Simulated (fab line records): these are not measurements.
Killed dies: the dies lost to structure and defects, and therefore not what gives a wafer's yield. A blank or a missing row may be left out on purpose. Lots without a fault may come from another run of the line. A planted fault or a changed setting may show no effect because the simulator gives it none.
Matching of chambers :: flow nand harc :: NHARC_A_STAIRCASE_DESCUM_219 on rie diel-10: 4 sister chambers
The step chemistry O2, time 3 s. 16 wafers are shown with their chamber, then 8 later ones without.

## WAFERS WITH THEIR CHAMBER
wafer: L076.2
chamber: 0
oes product au (a.u.): 1.000
showerhead plenum p Torr (Torr): 1.87
rf vpp V (V): 56.6

wafer: L076.4
chamber: 3
oes product au (a.u.): 1.008
showerhead plenum p Torr (Torr): 1.76
rf vpp V (V): 57.7

wafer: L076.5
chamber: 3
oes product au (a.u.): 1.012
showerhead plenum p Torr (Torr): 1.76
rf vpp V (V): 59.1

wafer: L080.1
chamber: 3
oes product au (a.u.): 1.003
showerhead plenum p Torr (Torr): 1.76
rf vpp V (V): 57.0

wafer: L080.3
chamber: 0
oes product au (a.u.): 1.007
showerhead plenum p Torr (Torr): 1.86
rf vpp V (V): 57.9

wafer: L080.5
chamber: 0
oes product au (a.u.): 1.006
showerhead plenum p Torr (Torr): 1.86
rf vpp V (V): 58.3

wafer: L088.2
chamber: 0
oes product au (a.u.): 1.008
showerhead plenum p Torr (Torr): 1.85
rf vpp V (V): 56.8

wafer: L088.3
chamber: 1
oes product au (a.u.): 1.005
showerhead plenum p Torr (Torr): 1.78
rf vpp V (V): 57.1

wafer: L088.5
chamber: 3
oes product au (a.u.): 1.003
showerhead plenum p Torr (Torr): 2.07
rf vpp V (V): 58.3

wafer: L089.2
chamber: 1
oes product au (a.u.): 1.005
showerhead plenum p Torr (Torr): 1.78
rf vpp V (V): 57.3

wafer: L089.3
chamber: 3
oes product au (a.u.): 0.998
showerhead plenum p Torr (Torr): 2.06
rf vpp V (V): 57.4

wafer: L089.5
chamber: 1
oes product au (a.u.): 0.995
showerhead plenum p Torr (Torr): 1.78
rf vpp V (V): 57.8

wafer: L092.1
chamber: 1
oes product au (a.u.): 0.992
showerhead plenum p Torr (Torr): 1.78
rf vpp V (V): 57.0

wafer: L092.5
chamber: 2
oes product au (a.u.): 0.985
showerhead plenum p Torr (Torr): 1.90
rf vpp V (V): 57.6

wafer: L092.6
chamber: 3
oes product au (a.u.): 0.990
showerhead plenum p Torr (Torr): 2.06
rf vpp V (V): 59.3

wafer: L094.2
chamber: 1
oes product au (a.u.): 1.000
showerhead plenum p Torr (Torr): 1.78
rf vpp V (V): 56.5

SIGNATURES (averages over the wafers above)
reading: oes product au
chamber 0: 1.00525
chamber 1: 0.99940
chamber 2: 0.98500
chamber 3: 1.00233
scatter within a chamber: 0.00628

reading: showerhead plenum p Torr
chamber 0: 1.8600
chamber 1: 1.7800
chamber 2: 1.9000
chamber 3: 1.9117
scatter within a chamber: 0.107

reading: rf vpp V
chamber 0: 57.400
chamber 1: 57.140
chamber 2: 57.600
chamber 3: 58.133
scatter within a chamber: 0.779
Rule: a wafer's distance from a chamber is the root of the sum, over the readings, of the square of ((its reading less the chamber's mean) divided by the reading's scatter). If the next closest chamber is less than 2 further off than the closest, the wafer can't be placed; otherwise it belongs to the closest. The scatter: the root of (the sum of the squares of (reading less its chamber's mean) over the shown wafers, divided by (wafers less chambers)).

## WAFERS WHOSE CHAMBER IS MISSING
wafer: L094.4
oes product au (a.u.): 1.001
showerhead plenum p Torr (Torr): 2.06
rf vpp V (V): 57.4

wafer: L094.5
oes product au (a.u.): 1.003
showerhead plenum p Torr (Torr): 1.90
rf vpp V (V): 58.0

wafer: L095.3
oes product au (a.u.): 1.015
showerhead plenum p Torr (Torr): 1.78
rf vpp V (V): 56.9

wafer: L095.4
oes product au (a.u.): 1.003
showerhead plenum p Torr (Torr): 1.90
rf vpp V (V): 56.4

wafer: L095.6
oes product au (a.u.): 1.003
showerhead plenum p Torr (Torr): 1.90
rf vpp V (V): 58.3

wafer: L096.1
oes product au (a.u.): 0.993
showerhead plenum p Torr (Torr): 1.78
rf vpp V (V): 58.4

wafer: L096.3
oes product au (a.u.): 0.993
showerhead plenum p Torr (Torr): 1.90
rf vpp V (V): 58.6

wafer: L096.6
oes product au (a.u.): 0.993
showerhead plenum p Torr (Torr): 2.06
rf vpp V (V): 59.6

## THE CHAMBER EACH PASSED THROUGH
wafer: L094.4
from the rows above: can't be placed: 3 or 0 or 1 or 2
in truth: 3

wafer: L094.5
from the rows above: can't be placed: 3 or 0 or 1
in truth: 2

wafer: L095.3
from the rows above: can't be placed: 0 or 1 or 3
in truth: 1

wafer: L095.4
from the rows above: can't be placed: 0 or 1 or 3 or 2
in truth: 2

wafer: L095.6
from the rows above: can't be placed: 3 or 0 or 1
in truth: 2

wafer: L096.1
from the rows above: can't be placed: 1 or 3 or 2 or 0
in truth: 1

wafer: L096.3
from the rows above: can't be placed: 3 or 2 or 1 or 0
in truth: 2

wafer: L096.6
from the rows above: can't be placed: 3 or 2 or 0 or 1
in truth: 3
Correctly placed: 0 of 8. From these rows, 8 cannot be placed; in 6 the true chamber is one of the candidates. Placed wrongly: 0.
